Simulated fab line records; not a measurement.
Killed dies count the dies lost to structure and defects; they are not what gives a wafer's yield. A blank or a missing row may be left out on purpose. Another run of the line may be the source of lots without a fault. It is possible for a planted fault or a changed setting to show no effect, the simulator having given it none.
Which of the tools did it? | flow nand harc | 24 lots with 72 wafers sampled at 5 steps, on a route of 1302 steps

== WHAT THE GAUGES READ, wafer by wafer ==
NHARC_A_ONON_D2_THK_MEAS_30: measures by ellipsometry.
lot  | measured     | on            | thk nm (nm)
L074 | day 12 16:41 | film metro-01 | 1014 1012 1012
L075 | day 12 17:01 | film metro-01 | 998 995 997
L076 | day 14 06:42 | film metro-02 | 983 985 984
L077 | day 14 14:41 | film metro-01 | 1006 1006 1006
L078 | day 14 14:40 | film metro-02 | 982 984 982
L079 | day 14 20:17 | film metro-02 | 1008 1004 1008
L081 | day 15 16:02 | film metro-02 | 996 997 996
L080 | day 16 04:45 | film metro-02 | 987 990 988
L082 | day 16 04:45 | film metro-01 | 998 1000 997
L083 | day 16 16:25 | film metro-01 | 1006 1004 1004
L085 | day 17 06:59 | film metro-02 | 1011 1011 1012
L084 | day 17 19:14 | film metro-02 | 1002 1003 1004
L086 | day 18 00:16 | film metro-01 | 994 994 992
L087 | day 18 10:54 | film metro-01 | 990 990 991
L088 | day 19 00:58 | film metro-02 | 983 981 982
L089 | day 19 00:58 | film metro-01 | 1016 1018 1017
L090 | day 19 15:26 | film metro-01 | 1007 1005 1005
L091 | day 19 15:26 | film metro-02 | 1002 1003 1005
L092 | day 20 11:47 | film metro-01 | 992 991 992
L093 | day 21 01:10 | film metro-02 | 1005 1005 1006
L094 | day 21 10:15 | film metro-02 | 1012 1013 1013
L095 | day 21 18:32 | film metro-01 | 1006 1004 1004
L097 | day 22 09:28 | film metro-02 | 1009 1009 1010
L096 | day 22 09:28 | film metro-01 | 1000 1000 1001

NHARC_A_CHANNEL_HOLE_D2_INSPECT_40.
lot  | measured     | on                | raw defect count
L074 | day 13 07:22 | defect inspect-02 | 273 463 388
L075 | day 13 11:29 | defect inspect-01 | 339 220 235
L076 | day 14 19:26 | defect inspect-02 | 210 401 272
L077 | day 15 06:31 | defect inspect-02 | 287 205 196
L078 | day 15 06:19 | defect inspect-02 | 282 334 287
L079 | day 15 10:28 | defect inspect-02 | 289 259 229
L081 | day 16 02:23 | defect inspect-01 | 222 304 219
L080 | day 16 17:51 | defect inspect-02 | 309 253 251
L082 | day 16 17:05 | defect inspect-02 | 375 295 519
L083 | day 17 09:31 | defect inspect-01 | 489 310 280
L085 | day 17 19:52 | defect inspect-02 | 182 186 256
L084 | day 18 11:38 | defect inspect-02 | 299 529 257
L086 | day 18 13:21 | defect inspect-02 | 233 240 174
L087 | day 18 21:15 | defect inspect-02 | 346 348 563
L088 | day 19 18:20 | defect inspect-02 | 157 186 190
L089 | day 19 17:15 | defect inspect-01 | 268 208 263
L090 | day 20 03:43 | defect inspect-02 | 310 244 209
L091 | day 20 03:08 | defect inspect-02 | 240 380 363
L092 | day 20 22:35 | defect inspect-01 | 355 343 323
L093 | day 21 16:01 | defect inspect-01 | 168 237 154
L094 | day 22 02:58 | defect inspect-02 | 194 182 201
L095 | day 22 04:53 | defect inspect-02 | 157 199 253
L097 | day 22 19:58 | defect inspect-02 | 171 279 220
L096 | day 22 19:49 | defect inspect-02 | 207 211 199

== TOOL THAT RAN EACH LOT (tool first, then ch and the chambers of the sampled wafers, then the start) ==
lot  | NHARC_A_DECK1_JOINT_CMP_13    | NHARC_A_CHANNEL_HOLE_D2_ETCH_34               | NHARC_A_CHANNEL_HOLE_D2_ETCH_20
L074 | cmp-02 ch 0,1,3, day 11 06:46 | rie diel-05 ch 0,1, day 13 01:52 or earlier   | har etch-01 ch 0,1, day 13 01:52
L075 | cmp-03 ch 1,2,3, day 11 06:46 | rie diel-09 ch 0,1,2, day 13 05:57 or earlier | har etch-01 ch 0,1, day 13 05:57
L076 | cmp-02 ch 0,1,2, day 12 13:31 | rie diel-05 ch 0,1,2, day 14 13:53 or earlier | har etch-02 ch 0,1, day 14 13:53
L077 | cmp-02 ch 0,3, day 12 21:00   | rie diel-10 ch 0,3, day 15 01:05 or earlier   | har etch-01 ch 0,1, day 15 01:05
L078 | cmp-02 ch 1,2,3, day 13 00:11 | rie diel-05 ch 0,1,2, day 15 00:43 or earlier | har etch-02 ch 0,1, day 15 00:43
L079 | cmp-03 ch 0,3, day 13 05:01   | rie diel-09 ch 1,2,3, day 15 04:56 or earlier | har etch-02 ch 0,1, day 15 04:56
L081 | cmp-02 ch 0,1,2, day 14 03:45 | rie diel-05 ch 0,1,2, day 15 20:46 or earlier | har etch-01 ch 0,1, day 15 20:46
L080 | cmp-02 ch 0,2,3, day 14 12:02 | rie diel-05 ch 0,2,3, day 16 12:06 or earlier | har etch-02 ch 0,1, day 16 12:06
L082 | cmp-01 ch 0,2,3, day 14 16:39 | rie diel-09 ch 0,2,3, day 16 11:29 or earlier | har etch-01 ch 0,1, day 16 11:29
L083 | cmp-02 ch 0,2,3, day 14 22:59 | rie diel-05 ch 0,1, day 17 03:56 or earlier   | har etch-01 ch 0,1, day 17 03:56
L085 | cmp-02 ch 0,2,3, day 15 16:08 | rie diel-05 ch 1,2,3, day 17 14:20 or earlier | har etch-02 ch 0,1, day 17 14:20
L084 | cmp-02 ch 0,1,2, day 16 04:05 | rie diel-09 ch 0,1, day 18 06:03 or earlier   | har etch-01 ch 0,1, day 18 06:03
L086 | cmp-02 ch 0,1,2, day 16 12:13 | rie diel-09 ch 0,2, day 18 07:44 or earlier   | har etch-02 ch 0,1, day 18 07:44
L087 | cmp-03 ch 0,2,3, day 16 23:47 | rie diel-05 ch 0,2,3, day 18 15:44 or earlier | har etch-02 ch 1, day 18 15:44
L088 | cmp-02 ch 1,2,3, day 17 09:31 | rie diel-10 ch 0,2,3, day 19 12:44 or earlier | har etch-01 ch 0,1, day 19 12:44
L089 | cmp-03 ch 0,3, day 17 13:26   | rie diel-05 ch 0,2, day 19 11:46 or earlier   | har etch-02 ch 0,1, day 19 11:46
L090 | cmp-01 ch 0,1,2, day 18 03:40 | rie diel-10 ch 0,1,2, day 19 22:08 or earlier | har etch-01 ch 0, day 19 22:08
L091 | cmp-03 ch 1,2,3, day 18 03:43 | rie diel-05 ch 1,2, day 19 21:38 or earlier   | har etch-02 ch 0,1, day 19 21:38
L092 | cmp-01 ch 0,1,2, day 18 23:09 | rie diel-05 ch 2,3, day 20 16:34 or earlier   | har etch-02 ch 0,1, day 20 16:34
L093 | cmp-02 ch 1,2,3, day 19 13:02 | rie diel-05 ch 0,2,3, day 21 10:34 or earlier | har etch-02 ch 0,1, day 21 10:34
L094 | cmp-02 ch 0,1,3, day 19 21:23 | rie diel-05 ch 0,1,3, day 21 21:22 or earlier | har etch-01 ch 0,1, day 21 21:22
L095 | cmp-02 ch 0,1,3, day 20 02:20 | rie diel-05 ch 1,2,3, day 21 23:16 or earlier | har etch-02 ch 1, day 21 23:16
L097 | cmp-02 ch 1,2, day 20 14:04   | rie diel-05 ch 0,1,2, day 22 14:25 or earlier | har etch-02 ch 0,1, day 22 14:25
L096 | cmp-01 ch 2,3, day 20 14:05   | rie diel-09 ch 0,1,3, day 22 14:18 or earlier | har etch-01 ch 0,1, day 22 14:18
- NHARC_A_DECK1_JOINT_CMP_13: polishes, target thk 51.023 nm.
- NHARC_A_CHANNEL_HOLE_D2_ETCH_34: etches the open film in CF4/CHF3, target depth 154 nm, time 77 s.
- NHARC_A_CHANNEL_HOLE_D2_ETCH_20: etches the open film in C4F8/O2/Ar, time 361.9 s, target depth 1600 nm.

== WHAT THE TOOLS THEMSELVES READ (means of the sampled wafers that have a number; where no wafer has one, the mark that the record gives instead) ==
NHARC_A_DECK1_JOINT_CMP_13.
lot  | tool   | motor current A (A) | time to endpoint s (s)
L074 | cmp-02 | 12.1                | 6.7
L075 | cmp-03 | 12.5                | 10.5
L076 | cmp-02 | 13.9                | 9.4
L077 | cmp-02 | 11.5                | 9.0
L078 | cmp-02 | 12.6                | 9.8
L079 | cmp-03 | 13.1                | 13.6
L081 | cmp-02 | 13.5                | 7.9
L080 | cmp-02 | 13.0                | 8.7
L082 | cmp-01 | 12.2                | 11.3
L083 | cmp-02 | 13.2                | 6.9
L085 | cmp-02 | 13.2                | 5.5
L084 | cmp-02 | 13.9                | 8.0
L086 | cmp-02 | 13.8                | 6.0
L087 | cmp-03 | 13.2                | 11.3
L088 | cmp-02 | 12.3                | 9.4
L089 | cmp-03 | 13.4                | 8.8
L090 | cmp-01 | 13.9                | 9.0
L091 | cmp-03 | 12.3                | 9.5
L092 | cmp-01 | 13.9                | 12.0
L093 | cmp-02 | 12.9                | 8.7
L094 | cmp-02 | 11.8                | 7.9
L095 | cmp-02 | 12.0                | 6.6
L097 | cmp-02 | 13.9                | 7.2
L096 | cmp-01 | 12.4                | 11.3

NHARC_A_CHANNEL_HOLE_D2_ETCH_34.
lot  | tool        | drypump motor current A (A) | oes product au (a.u.) | rf vpp V (V) | showerhead plenum p Torr (Torr) | throttle valve pct (%)
L074 | rie diel-05 | 5.6                         | 0.992                 | 370.6        | 1.58                            | 16.795
L075 | rie diel-09 | 6.0                         | 0.972                 | 370.4        | 1.58                            | 16.806
L076 | rie diel-05 | 5.7                         | 0.970                 | 371.0        | 1.59                            | 16.800
L077 | rie diel-10 | 5.6                         | 0.974                 | 370.3        | 1.56                            | 16.804
L078 | rie diel-05 | 5.6                         | 0.967                 | 371.4        | 1.59                            | 16.799
L079 | rie diel-09 | 6.1                         | 0.969                 | 370.7        | 1.58                            | 16.799
L081 | rie diel-05 | 5.7                         | 0.971                 | 371.1        | 1.59                            | 16.809
L080 | rie diel-05 | 5.9                         | 0.979                 | 370.6        | 1.57                            | 16.798
L082 | rie diel-09 | 5.8                         | 0.959                 | 371.7        | 1.62                            | 16.813
L083 | rie diel-05 | 5.6                         | 0.980                 | 371.8        | 1.58                            | 16.799
L085 | rie diel-05 | 5.4                         | 0.934                 | 369.0        | 1.53                            | 16.809
L084 | rie diel-09 | 6.0                         | 0.957                 | 371.1        | 1.62                            | 16.794
L086 | rie diel-09 | 5.8                         | 0.945                 | 371.5        | 1.59                            | 16.800
L087 | rie diel-05 | 5.9                         | 0.969                 | 370.9        | 1.57                            | 16.805
L088 | rie diel-10 | 5.3                         | 0.966                 | 371.5        | 1.60                            | 16.803
L089 | rie diel-05 | 6.0                         | 0.921                 | 372.5        | 1.62                            | 16.792
L090 | rie diel-10 | 5.5                         | 0.926                 | 371.4        | 1.59                            | 16.797
L091 | rie diel-05 | 5.2                         | 0.964                 | 369.4        | 1.56                            | 16.794
L092 | rie diel-05 | 5.7                         | 0.978                 | 368.5        | 1.51                            | 16.806
L093 | rie diel-05 | 5.9                         | 0.938                 | 370.0        | 1.57                            | 16.796
L094 | rie diel-05 | 5.9                         | 0.979                 | 369.7        | 1.56                            | 16.811
L095 | rie diel-05 | 5.5                         | 0.980                 | 368.6        | 1.53                            | 16.803
L097 | rie diel-05 | 5.6                         | 0.962                 | 371.7        | 1.59                            | 16.802
L096 | rie diel-09 | 6.1                         | 0.965                 | 372.5        | 1.61                            | 16.793

NHARC_A_CHANNEL_HOLE_D2_ETCH_20.
lot  | tool        | drypump motor current A (A) | o2 flow sccm (sccm) | showerhead plenum p Torr (Torr) | throttle valve pct (%)
L074 | har etch-01 | 5.4                         | 35.76               | 3.61                            | 32.153
L075 | har etch-01 | 5.4                         | 35.77               | 3.65                            | 32.156
L076 | har etch-02 | 6.2                         | 35.69               | 3.72                            | 32.151
L077 | har etch-01 | 5.3                         | 35.56               | 3.64                            | 32.168
L078 | har etch-02 | 6.2                         | 35.77               | 3.72                            | 32.149
L079 | har etch-02 | 6.5                         | 35.63               | 3.82                            | 32.161
L081 | har etch-01 | 5.3                         | 35.76               | 3.63                            | 32.159
L080 | har etch-02 | 6.2                         | 35.68               | 3.71                            | 32.156
L082 | har etch-01 | 5.3                         | 35.79               | 3.63                            | 32.157
L083 | har etch-01 | 5.4                         | 35.66               | 3.58                            | 32.157
L085 | har etch-02 | 6.2                         | 35.70               | 3.92                            | 32.158
L084 | har etch-01 | 5.4                         | 35.74               | 3.56                            | 32.160
L086 | har etch-02 | 6.5                         | 35.65               | 3.91                            | 32.157
L087 | har etch-02 | 6.8                         | 35.64               | 3.90                            | 32.161
L088 | har etch-01 | 5.3                         | 35.58               | 3.60                            | 32.158
L089 | har etch-02 | 6.6                         | 35.69               | 3.90                            | 32.159
L090 | har etch-01 | 5.4                         | 35.71               | 3.51                            | 32.161
L091 | har etch-02 | 6.5                         | 35.62               | 3.90                            | 32.149
L092 | har etch-02 | 6.5                         | 35.67               | 3.89                            | 32.164
L093 | har etch-02 | 6.2                         | 35.58               | 3.89                            | 32.154
L094 | har etch-01 | 5.3                         | 35.69               | 3.58                            | 32.149
L095 | har etch-02 | 6.9                         | 35.70               | 3.87                            | 32.151
L097 | har etch-02 | 6.5                         | 35.63               | 3.88                            | 32.148
L096 | har etch-01 | 5.4                         | 35.75               | 3.53                            | 32.153

== THE ANSWER, worked out from the rows above alone ==
Rule: usual is defined by the lots themselves. The widest of any qualifying gaps counts: lots, ordered by their means at a reading, are off when they make up no more than a third of the lots, leave a main group of 4 or more, and stand apart from it by 3 or more times the standard deviation of that group's means. If all means in a main group match to the digits the tables above print for the reading, that group is not used. A lot without any number at a reading at which 4 lots or more have one is off too. All remaining lots with rows at the step are treated as sound. After the gauges, taken in route order, come the tools' own readings; for these a lot's mean is taken, as printed above. At the first step where some lot is off, the reading lying furthest off is the one used; lots without a number count as furthest.
Nothing can be told from this: no lot is off at any reading shown.

== WHAT HAD BEEN PUT IN BY THE SIMULATOR ==
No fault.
